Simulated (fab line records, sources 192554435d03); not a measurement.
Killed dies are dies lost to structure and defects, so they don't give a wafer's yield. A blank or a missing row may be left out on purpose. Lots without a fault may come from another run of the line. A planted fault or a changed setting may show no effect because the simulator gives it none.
Split-lot experiment | flow n5_finfet | 7 lots, 21 wafers read, on a route of 1938 steps

THE SPLIT
At N5_MOL_CONTACT_COAG_ETCH_91 (etches SOC in N2/H2, target depth 60 nm, overetch 21 nm, time 101.2 s), the setting time_s was moved away from the recipe's 101.2 s on 7 of the 21 wafers read, by -18.3% to +21.2%. The other wafers ran this setting at the recipe's value.

The reading is taken at the split's own step.

THE READING
SiARC_of_MOL_CONTACT_COAG_COAT_76.thk_nm (the simulator's own value, which no gauge read), in nm, at N5_MOL_CONTACT_COAG_ETCH_91 (etches SOC in N2/H2, target depth 60 nm, overetch 21 nm, time 101.2 s). The file gives no usual value for it. The 14 wafers here that ran the recipe average 5.9 nm, standard deviation 0.099 nm.

wafer  | tool, chamber at the split | time_s as run, s | against the recipe | SiARC_of_MOL_CONTACT_COAG_COAT_76.thk_nm, nm | against lot-mates on the recipe
L079.4 | rie_diel-05, 1,3           | 101.2            | recipe             | 6                                            | -
L079.5 | rie_diel-05, 1,3           | 101.2            | recipe             | 6                                            | -
L079.6 | rie_diel-05, 0             | 101.2            | recipe             | 5.8                                          | -
L080.3 | rie_diel-05, 1             | 101.2            | recipe             | 6                                            | -
L080.4 | rie_diel-05, 2             | 101.2            | recipe             | 5.8                                          | -
L080.5 | rie_diel-05, 3             | 112.6            | +11.3%             | 5.4                                          | -0.5
L081.1 | rie_diel-05, 1             | 116.4            | +15.0%             | 5.4                                          | -0.4
L081.4 | rie_diel-05, 1             | 116.4            | +15.0%             | 5.4                                          | -0.4
L081.2 | rie_diel-05, 2             | 101.2            | recipe             | 5.8                                          | -
L084.2 | rie_diel-04, 0             | 101.2            | recipe             | 5.8                                          | -
L084.3 | rie_diel-04, 2             | 101.2            | recipe             | 6                                            | -
L084.5 | rie_diel-04, 2             | 114.1            | +12.7%             | 5.4                                          | -0.5
L085.2 | rie_diel-04, 0             | 101.2            | recipe             | 5.8                                          | -
L085.6 | rie_diel-04, 0             | 101.2            | recipe             | 5.8                                          | -
L085.5 | rie_diel-04, 2             | 101.2            | recipe             | 6                                            | -
L090.1 | rie_diel-05, 1,3           | 82.66            | -18.3%             | 6.8                                          | +0.8
L090.5 | rie_diel-05, 1,3           | 82.66            | -18.3%             | 6.8                                          | +0.8
L090.2 | rie_diel-05, 0             | 101.2            | recipe             | 6                                            | -
L092.1 | rie_diel-01, 0             | 122.7            | +21.2%             | 5                                            | -0.8
L092.3 | rie_diel-01, 1             | 101.2            | recipe             | 5.8                                          | -
L092.5 | rie_diel-01, 1             | 101.2            | recipe             | 5.8                                          | -
Where a row lists several chambers, the file gives one row for several wafers and doesn't say which wafer went through which chamber.

THE FIT
A straight line over all 21 wafers: SiARC_of_MOL_CONTACT_COAG_COAT_76.thk_nm changes by -0.0428 nm for each +1% of time_s; r = -0.97; the points scatter about the line by 0.1 nm.
The same after taking each lot's own level away (the mean of its wafers on the recipe; 21 wafers): -0.0382 nm for each +1%; r = -0.97; scatter 0.094 nm.
On that fit, the largest move of time_s shifts the reading by 0.81 nm.
The lots' own levels span 5.80 to 6.00 nm, that is 2.0 times the standard deviation above.
So the lot-to-lot level changes the slope: the two fits differ.
Check: with one of the wafers moved furthest among these (+21.2%) left out of the fit, the line predicts -0.785 nm for it against its lot-mates. It came out at -0.8 nm against them.

OTHER SPLITS ON THESE WAFERS
These wafers also went through other splits before the reading. Each is held against what the fit with the lots' levels taken away leaves over:
other split on the same wafers       | wafers away from the commonest value | r with SiARC_of_MOL_CONTACT_COAG_COAT_76.thk_nm (lot level and that fit taken away)
N5_HKMG_FIN_ETCH_54 source_w         | 7                                    | -0.12
N5_GATE_CUT_COAT_27 spin_rpm         | 10                                   | -0.26
N5_GATE_CUT_DESCUM_18 time_s         | 6                                    | +0.02
N5_MOL_CONTACT_COAG_ETCH_15 source_w | 6                                    | +0.00

THE FILE'S OWN FIT
SiARC_of_MOL_CONTACT_COAG_COAT_76.thk_nm changes by -0.0381 nm for each +1% of time_s, r = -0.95.
